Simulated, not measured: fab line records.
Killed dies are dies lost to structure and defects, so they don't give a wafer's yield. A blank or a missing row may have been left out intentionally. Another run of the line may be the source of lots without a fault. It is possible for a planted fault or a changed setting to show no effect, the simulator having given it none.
Comparing a struck lot with a sound one | flow nand harc | 14 out of 1159 route steps
Sound: wafers L952.2, L952.3, L952.4. Wafers struck: L960.2, L960.3, L960.6. The cause is given at the end.
At each step with rows: each side's tool, then ch and its chambers, then its first start. Under that, the readings that differ: sound wafers | struck wafers | difference of the means | sigmas: that difference in standard deviations of wafers without a fault.
alike: readings whose means differ by less than 2 such deviations, and words and numbers that are the same on both sides. not compared: withheld readings, readings that some wafer has no value for, bounds like >300 that may hide the same value, and numbers for which the record gives no deviation and whose values overlap.
Wherever a step has rows on one side only, a row that says differs or no value, or a row with sigmas, the two part there. Numbers that don't overlap but have no deviation are shown without sigmas and don't part them. A reading missing from all wafers of one side parts the sides only when that side holds two or more wafers.

first, 9 steps without rows for these wafers: NHARC_A_STAIRCASE_DEHYDRATE_302 (time 120 s); NHARC_A_STAIRCASE_HMDS_303 (time 30 s); NHARC_A_STAIRCASE_COAT_304; NHARC_A_STAIRCASE_SOFTBAKE_305 (time 170 s); NHARC_A_STAIRCASE_EBR_306; NHARC_A_STAIRCASE_EXPOSE_307 (exposes mask CHOP 50); NHARC_A_STAIRCASE_PEB_308 (peb time 130 s); NHARC_A_STAIRCASE_DEVELOP_309 (time 140 s); NHARC_A_STAIRCASE_HARDBAKE_311 (time 140 s).
NHARC_A_STAIRCASE_DESCUM_312: chemistry O2, time 3 s.
  sound on rie diel-02 ch 0,1,2, day 14 10:29; struck on rie diel-02 ch 0,1,3, day 16 03:24
  alike: drypump motor current A, oes product au, rf vpp V, showerhead plenum p Torr, throttle valve pct
  not compared: rf hours counter h
NHARC_A_STAIRCASE_ETCH_313: etches the open film in CF4/CHF3.
  sound on rie diel-02 ch 0,1,3, day 14 10:35; struck on rie diel-02 ch 1,3, day 16 03:29
  alike: chf3 flow sccm, drypump motor current A, oes product au, rf vpp V, showerhead plenum p Torr, throttle valve pct
  not compared: rf hours counter h
NHARC_A_STAIRCASE_HM_OPEN_463: chemistry O2/COS.
  sound on rie diel-02 ch 0,2,3, day 14 10:45; struck on rie diel-02 ch 0,1,3, day 16 03:37
  no value came back on the struck wafers for any of 8 readings (bias w (W), chamber pressure mTorr (mTorr) and others); on the sound wafers bias w (W) reads 299.9 300.1 299.4
then, 1 step without rows for these wafers: NHARC_A_STAIRCASE_STRIP_464 (strips in O2/COS).
-- jump in the record: it breaks off in module A_STAIRCASE and resumes in module END (first step shown: number 1159 of the route), and 8 days separate the struck wafers' starts before and after --
NHARC_END_SORT_01:
  the record has rows for the struck wafers here (prober-02 ch 0, day 24 10:20) and none for the sound ones

WHERE THEY PART
Earliest at NHARC_A_STAIRCASE_HM_OPEN_463; latest, in this record, at NHARC_END_SORT_01.

WHY: what the simulator had put in
Entire step skipped (rie diel-02, NHARC_A_STAIRCASE_HM_OPEN_463), from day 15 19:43 onward. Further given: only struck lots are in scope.
